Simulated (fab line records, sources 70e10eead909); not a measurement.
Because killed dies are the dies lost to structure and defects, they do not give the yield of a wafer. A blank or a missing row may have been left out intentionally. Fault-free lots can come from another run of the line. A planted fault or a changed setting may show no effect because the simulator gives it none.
A struck lot beside a sound one ; flow nand_harc ; 14 out of 1302 route steps
Sound: wafers L947.2, L947.3, L947.4. Wafers struck: L951.1, L951.5. At the end, the cause is stated.
Order at every step that has rows: each side's tool, ch and its chambers, its first start. Under that, the readings that differ: sound wafers ; struck wafers ; difference of the means ; sigmas: that difference in standard deviations of wafers without a fault.
alike: words and numbers the same on both sides, and readings whose means are apart by under 2 such deviations; not compared: readings that were withheld, readings missing a value for some wafer, numbers with overlapping values and no deviation given by the record, and bounds like >300 which may hide the same value.
The two part at a step that has a row with sigmas, a row that says differs or no value, or rows on one side only. Numbers that don't overlap but have no deviation are shown without sigmas and don't part them. A reading that every wafer of one side lacks parts them only if that side has two wafers or more.

NHARC_A_STAIRCASE_HM_DEP_459: deposits aC, target thk 1500 nm.
  sound on acl_dep-02 ch 0, day 17 19:55; struck on acl_dep-01 ch 0, day 19 18:26
  alike: throttle_valve_pct
NHARC_A_STAIRCASE_DEP_280: deposits SiON, target thk 30 nm.
  sound on pecvd-01 ch 1,2, day 17 21:28; struck on pecvd-02 ch 0,1, day 19 20:19
reading;sound;struck;difference;sigmas
heater_power_w (W);908 865 869;718 663;-190;-2
  alike: showerhead_vpp_V
then, 9 steps without rows for these wafers: NHARC_A_STAIRCASE_DEHYDRATE_281 (time 120 s); NHARC_A_STAIRCASE_HMDS_282 (time 30 s); NHARC_A_STAIRCASE_COAT_283; NHARC_A_STAIRCASE_SOFTBAKE_284 (time 170 s); NHARC_A_STAIRCASE_EBR_285; NHARC_A_STAIRCASE_EXPOSE_286 (exposes mask CHOP 100); NHARC_A_STAIRCASE_PEB_287 (peb time 130 s); NHARC_A_STAIRCASE_DEVELOP_288 (time 140 s); NHARC_A_STAIRCASE_HARDBAKE_290 (time 140 s).
NHARC_A_STAIRCASE_DESCUM_291: chemistry O2, time 3 s.
  sound on rie_diel-06 ch 0,1,2, day 17 22:39; struck on rie_diel-06 ch 0,2, day 19 22:56
reading;sound;struck;difference;sigmas
run_length_s (s);23.74 23.47 23.95;25.22 25.34;+1.56;+5
throttle_valve_pct (%);11.296 11.287 11.310;11.317 11.322;+0.022;+2
  alike: drypump_motor_current_A, oes_product_au, rf_vpp_V, showerhead_plenum_p_Torr
  not compared: rf_hours_counter_h
NHARC_A_STAIRCASE_ETCH_292: etches the open film in CF4/CHF3.
  sound on rie_diel-06 ch 0,2,3, day 17 22:55; struck on rie_diel-06 ch 0,1, day 19 23:04
  alike: cf4_flow_sccm, drypump_motor_current_A, oes_product_au, rf_vpp_V, showerhead_plenum_p_Torr, throttle_valve_pct
  not compared: rf_hours_counter_h
next, for these wafers, 1 step has no rows: NHARC_END_SORT_01.

## WHERE THEY PART
Last at NHARC_A_STAIRCASE_DESCUM_291 as far as this record goes, first at NHARC_A_STAIRCASE_DEP_280. Later steps at which nothing parts them and some readings are alike: NHARC_A_STAIRCASE_ETCH_292.

WHY: what had been put in by the simulator
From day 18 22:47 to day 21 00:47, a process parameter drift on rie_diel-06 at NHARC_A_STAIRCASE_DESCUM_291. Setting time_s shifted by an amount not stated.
